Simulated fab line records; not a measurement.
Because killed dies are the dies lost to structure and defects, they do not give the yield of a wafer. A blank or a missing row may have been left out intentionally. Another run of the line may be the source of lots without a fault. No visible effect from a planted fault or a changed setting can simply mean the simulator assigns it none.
Matching of chambers + flow n5-finfet + pecvd-03 running N5_GATE_CUT_PECVD_57: 3 sister chambers
The step deposits SiNx from SiH4/NH3/N2, target thk 21 nm. 20 wafers are shown with their chamber, then 10 later ones without.

== EACH WAFER AND ITS CHAMBER ==
| wafer  | chamber | showerhead-plenum-p-Torr (Torr) | showerhead-vpp-V (V) | heater-power-w (W) |
|--------|---------|---------------------------------|----------------------|--------------------|
| L074.1 | 0       | 5.09                            | 1041                 | 716                |
| L074.4 | 1       | 5.16                            | 1106                 | 732                |
| L074.6 | 2       | 5.18                            | 1049                 | 658                |
| L075.1 | 0       | 5.09                            | 1038                 | 749                |
| L075.2 | 1       | 5.17                            | 1101                 | 861                |
| L075.6 | 0       | 5.10                            | 1049                 | 751                |
| L080.2 | 2       | 5.20                            | 1033                 | 746                |
| L080.4 | 2       | 5.18                            | 1054                 | 746                |
| L080.5 | 1       | 5.17                            | 1103                 | 855                |
| L079.1 | 0       | 5.09                            | 1024                 | 710                |
| L079.4 | 2       | 5.19                            | 1049                 | 620                |
| L079.6 | 1       | 5.16                            | 1106                 | 837                |
| L082.1 | 1       | 5.17                            | 1096                 | 833                |
| L082.3 | 0       | 5.10                            | 1032                 | 839                |
| L082.4 | 2       | 5.19                            | 1050                 | 662                |
| L087.1 | 1       | 5.17                            | 1103                 | 825                |
| L087.2 | 0       | 5.11                            | 1053                 | 797                |
| L087.5 | 2       | 5.17                            | 1068                 | 680                |
| L088.2 | 2       | 5.19                            | 1061                 | 690                |
| L088.3 | 1       | 5.16                            | 1117                 | 790                |

SIGNATURES, as means of the wafers listed above
| reading                  | chamber 0 | chamber 1 | chamber 2 | scatter within a chamber |
|--------------------------|-----------|-----------|-----------|--------------------------|
| showerhead-plenum-p-Torr | 5.0967    | 5.1657    | 5.1857    | 0.00796                  |
| showerhead-vpp-V         | 1039.50   | 1104.57   | 1052.00   | 9.54                     |
| heater-power-w           | 760.33    | 819.00    | 686.00    | 46.8                     |
Rule: for each reading, subtract the chamber's mean from the wafer's reading, divide by that reading's scatter and square the result; add these up over the readings and take the root, which gives the wafer's distance from the chamber. If the next closest chamber is less than 2 further off than the closest, the wafer can't be placed; otherwise it belongs to the closest. The scatter: take each reading less its chamber's mean, square it, sum over the shown wafers, divide by the number of wafers less the number of chambers, and take the root.

== WAFERS MISSING THEIR CHAMBER ==
| wafer  | showerhead-plenum-p-Torr (Torr) | showerhead-vpp-V (V) | heater-power-w (W) |
|--------|---------------------------------|----------------------|--------------------|
| L088.6 | 5.10                            | 1056                 | 839                |
| L090.2 | 5.18                            | 1049                 | 740                |
| L090.4 | 5.09                            | 1025                 | 853                |
| L090.6 | 5.19                            | 1041                 | 762                |
| L092.1 | 5.08                            | 1023                 | 775                |
| L092.2 | 5.21                            | 1042                 | 716                |
| L092.4 | 5.18                            | 1059                 | 726                |
| L093.2 | 5.09                            | 1045                 | 758                |
| L093.4 | 5.17                            | 1092                 | 817                |
| L093.6 | 5.20                            | 1052                 | 636                |

== WHICH CHAMBER EACH ONE RAN IN ==
| wafer  | from the rows above | in truth |
|--------|---------------------|----------|
| L088.6 | 0                   | 0        |
| L090.2 | 2                   | 2        |
| L090.4 | 0                   | 0        |
| L090.6 | 2                   | 2        |
| L092.1 | 0                   | 0        |
| L092.2 | 2                   | 2        |
| L092.4 | 2                   | 2        |
| L093.2 | 0                   | 0        |
| L093.4 | 1                   | 1        |
| L093.6 | 2                   | 2        |
10 of 10 placed correctly. Number that these rows cannot place: 0. Placed wrongly: 0.
